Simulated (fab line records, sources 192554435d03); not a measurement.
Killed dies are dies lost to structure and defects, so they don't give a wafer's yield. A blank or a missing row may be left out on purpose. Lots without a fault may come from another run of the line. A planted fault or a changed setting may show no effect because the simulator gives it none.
A struck lot beside a sound one | flow n5_finfet | 16 steps out of a route of 1938
Sound: wafers L747.2, L747.4, L747.5. Struck: wafer L752.2. (L752.4 of the same lot was not struck and is left out.) The cause comes at the end.
At each step with rows: each side's tool, then ch and its chambers, then its first start. Under that, the readings that differ: sound wafers | struck wafers | difference of the means | sigmas: that difference in standard deviations of wafers without a fault.
alike: readings whose means differ by less than 2 such deviations, and words and numbers that are the same on both sides. not compared: withheld readings, readings that some wafer has no value for, bounds like >300 that may hide the same value, and numbers for which the record gives no deviation and whose values overlap.
The two part at a step that has a row with sigmas, a row that says differs or no value, or rows on one side only. Numbers that don't overlap but have no deviation are shown without sigmas and don't part them. A reading that every wafer of one side lacks parts them only if that side has two wafers or more.

first, 7 steps without rows for these wafers: N5_SDB_COAT_04 (time 60 s, resist thk 18 nm); N5_SDB_COAT_05 (resist thk 90 nm); N5_SDB_EBR_07; N5_SDB_SOFTBAKE_06 (time 60 s); N5_SDB_EXPOSE_08 (exposes mask SDB); N5_SDB_PEB_09 (peb time 60 s); N5_SDB_DEVELOP_10 (develop time 30 s).
N5_SDB_CD_MEAS_11: target cd 50 nm.
  sound on cd_sem-01 ch 0, day 6 07:34; struck on cd_sem-03 ch 0, day 7 13:44
  alike: cd_nm
N5_SDB_OVL_MEAS_12:
  sound on overlay-01 ch 0, day 6 07:35; struck on overlay-01 ch 0, day 7 13:46
  alike: SDB_OVL
N5_SDB_INSPECT_13: inspects for defects (brightfield).
  sound on defect_inspect-01, day 6 07:37; struck on defect_inspect-02, day 7 13:48
  alike: raw_defect_count
N5_SDB_DESCUM_16: chemistry O2, time 7.9 s.
  sound on rie_diel-05 ch 0,1,2, day 6 07:48; struck on rie_diel-05 ch 1, day 7 13:59
  alike: drypump_motor_current_A, oes_product_au, rf_vpp_V, showerhead_plenum_p_Torr, throttle_valve_pct
  not compared: rf_hours_counter_h
N5_SDB_ETCH_17: etches SiARC in CF4, target depth 23.4 nm, time 39 s.
  sound on rie_diel-05 ch 0,1,2, day 6 07:50; struck on rie_diel-05 ch 1, day 7 14:01
  alike: drypump_motor_current_A, etch_rf_on_time_s, oes_product_au, rf_vpp_V, showerhead_plenum_p_Torr, throttle_valve_pct
  not compared: rf_hours_counter_h
N5_SDB_ETCH_18: etches SOC in N2/H2, target depth 100 nm, overetch 20 nm, time 150 s.
  sound on rie_diel-05 ch 0,1,2, day 6 07:52; struck on rie_diel-05 ch 1, day 7 14:03
  reading                                | sound        | struck | difference | sigmas
  model.SiARC_of_SDB_COAT_04.thk_nm (nm) | 13 12.8 12.6 | 10.8   | -2.0       |
  alike: drypump_motor_current_A, oes_product_au, rf_vpp_V, showerhead_plenum_p_Torr, throttle_valve_pct
  not compared: rf_hours_counter_h
then, 1 step without rows for these wafers: N5_SDB_STRIP_19 (strips in N2/H2).
-- the record jumps here: 5 days lie between the struck wafers' starts before and after (it left off in module SDB and takes up again in module BEOL_M4, whose first step shown is number 1111 of the route) --
N5_BEOL_M4_RC_MEAS_101:
  sound on prober-01 ch 0, day 10 20:57; struck on prober-02 ch 0, day 12 14:17
  alike: DIBL_N, DIBL_P, IOFF_N, IOFF_P, ION_N, ION_P, SS_N, SS_P, VT_N, VT_P
then, 1 step without rows for these wafers: N5_PASSIVATION_PROBE_49.

WHERE THEY PART
Nowhere in this record.

WHY: what the simulator had put in
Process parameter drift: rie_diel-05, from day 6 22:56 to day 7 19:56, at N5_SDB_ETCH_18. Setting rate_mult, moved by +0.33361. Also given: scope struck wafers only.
